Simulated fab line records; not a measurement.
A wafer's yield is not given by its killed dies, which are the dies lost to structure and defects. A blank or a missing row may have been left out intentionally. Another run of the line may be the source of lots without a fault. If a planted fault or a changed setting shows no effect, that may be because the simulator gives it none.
A struck lot beside a sound one :: flow n5_finfet :: 36 out of 1938 route steps
Sound: wafers L600.2, L600.5, L600.6. Wafers struck: L603.1, L603.5, L603.6. At the end, the cause is stated.
Each step with rows lists, per side, the tool, then ch with its chambers, then its first start. Under that, the readings that differ: sound wafers :: struck wafers :: difference of the means :: sigmas: that difference in standard deviations of wafers without a fault.
alike: words and numbers the same on both sides, and readings whose means are apart by under 2 such deviations; not compared: readings that were withheld, readings missing a value for some wafer, numbers with overlapping values and no deviation given by the record, and bounds like >300 which may hide the same value.
Wherever a step has rows on one side only, a row that says differs or no value, or a row with sigmas, the two part there. Non-overlapping numbers with no deviation appear without sigmas and do not part them. A reading missing from all wafers of one side parts the sides only when that side holds two or more wafers.

first, 9 steps without rows for these wafers: N5_BEOL_M4_ANNEAL_95 (time 240 s); N5_BEOL_M4_SPUTTER_96 (material Cu, target thk 4.5 nm, time 8.29 s); N5_BEOL_M4_ECD_50 (material Cu, target thk 300 nm); N5_BEOL_M4_ANNEAL_51 (time 90 s); N5_BEOL_M4_CMP_52 (polishes, stops on SiOC, t overpolish 6.8 s, target thk 40 nm); N5_BEOL_M4_PRE_CLEAN_60 (time 15 s); N5_BEOL_M4_CO_CAP_55 (material Co, precursor CCTBA/H2, target thk 2 nm, time 102.1 s); N5_BEOL_M4_PRE_CLEAN_56 (time 15 s); N5_BEOL_M4_DEP_57 (deposits SiCN from 3MS/NH3, target thk 8 nm, time 14 s).
N5_BEOL_M4_RC_MEAS_101:
  sound on prober-02 ch 0, day 9 08:26; struck on prober-02 ch 0, day 9 16:13
reading: DIBL_P (mV/V)
sound: 33.1 33.7 36.4
struck: 37.4 39.1 37.2
difference: +3.5
sigmas: +2
  alike: DIBL_N, IOFF_N, IOFF_P, ION_N, ION_P, SS_N, SS_P, VT_N, VT_P
then, 24 steps without rows for these wafers: N5_BEOL_M5_ILD_DEP_00 (deposits SiCOH lowk from DEMS/porogen, target thk 140.64 nm, time 25.9 s); N5_BEOL_M5_CURE_79 (cures SiCOH lowk, time 240 s); N5_BEOL_M5_PECVD_70 (deposits SiO2 from TEOS/O2, target thk 16 nm, time 18 s); N5_BEOL_M5_HM_DEP_02 (deposits TiN, target thk 20 nm); N5_BEOL_M5_COAT_59 (time 60 s, resist thk 60 nm); N5_BEOL_M5_COAT_60 (time 60 s, resist thk 12 nm); N5_BEOL_M5_COAT_71 (time 60 s, resist thk 5 nm); N5_BEOL_M5_COAT_05 (resist thk 30 nm); N5_BEOL_M5_EBR_07; N5_BEOL_M5_SOFTBAKE_06 (time 60 s); N5_BEOL_M5_EXPOSE_08 (exposes mask M5, target cd 28 nm); N5_BEOL_M5_PEB_09 (peb time 60 s); N5_BEOL_M5_DEVELOP_10 (develop time 30 s); N5_BEOL_M5_DESCUM_16 (chemistry O2, time 7 s); N5_BEOL_M5_ETCH_72 (etches underlayer in N2/H2, target depth 6.5 nm, time 5.2 s); N5_BEOL_M5_ETCH_61 (etches SiARC in CF4, target depth 15.6 nm, time 26 s); N5_BEOL_M5_ETCH_62 (etches SOC in N2/H2, target depth 75 nm, overetch 15 nm, time 112.5 s); N5_BEOL_M5_STRIP_63 (strips in N2/H2); N5_BEOL_M5_STRIP_73 (strips in N2/H2); N5_BEOL_M5_STRIP_64 (strips in CF4); N5_BEOL_M5_HM_OPEN_17 (chemistry Cl2/BCl3, target TiN, target depth 20 nm, overetch 6 nm); N5_BEOL_M5_STRIP_19 (strips in O2); N5_BEOL_M5_COAT_65 (time 60 s, resist thk 60 nm); N5_BEOL_M5_COAT_66 (time 60 s, resist thk 12 nm).
N5_BEOL_M8_DEP_56: deposits SiCN from 3MS/NH3, target thk 10 nm, time 17.5 s.
  sound on pecvd-03 ch 1,2, day 11 04:32; struck on pecvd-03 ch 0,1,2, day 11 14:52
  no value came back on the struck wafers for chamber_pressure_Torr (Torr), rf_fwd_power_W (W), showerhead_plenum_p_Torr (Torr), throttle_valve_pct (%); on the sound wafers chamber_pressure_Torr (Torr) reads 3.002 3.007 3.004
-- a jump in the record: the struck wafers' starts before and after are 3 days apart (it breaks off in module BEOL_M8 and resumes in module PASSIVATION, where the first step shown is number 1936 of the route) --
N5_PASSIVATION_PROBE_49:
  only the struck wafers here have rows in the record (prober-02, day 14 06:08); the sound ones have none

== WHERE THEY PART ==
Earliest at N5_BEOL_M4_RC_MEAS_101; latest, in this record, at N5_PASSIVATION_PROBE_49.

WHY: what the simulator had put in
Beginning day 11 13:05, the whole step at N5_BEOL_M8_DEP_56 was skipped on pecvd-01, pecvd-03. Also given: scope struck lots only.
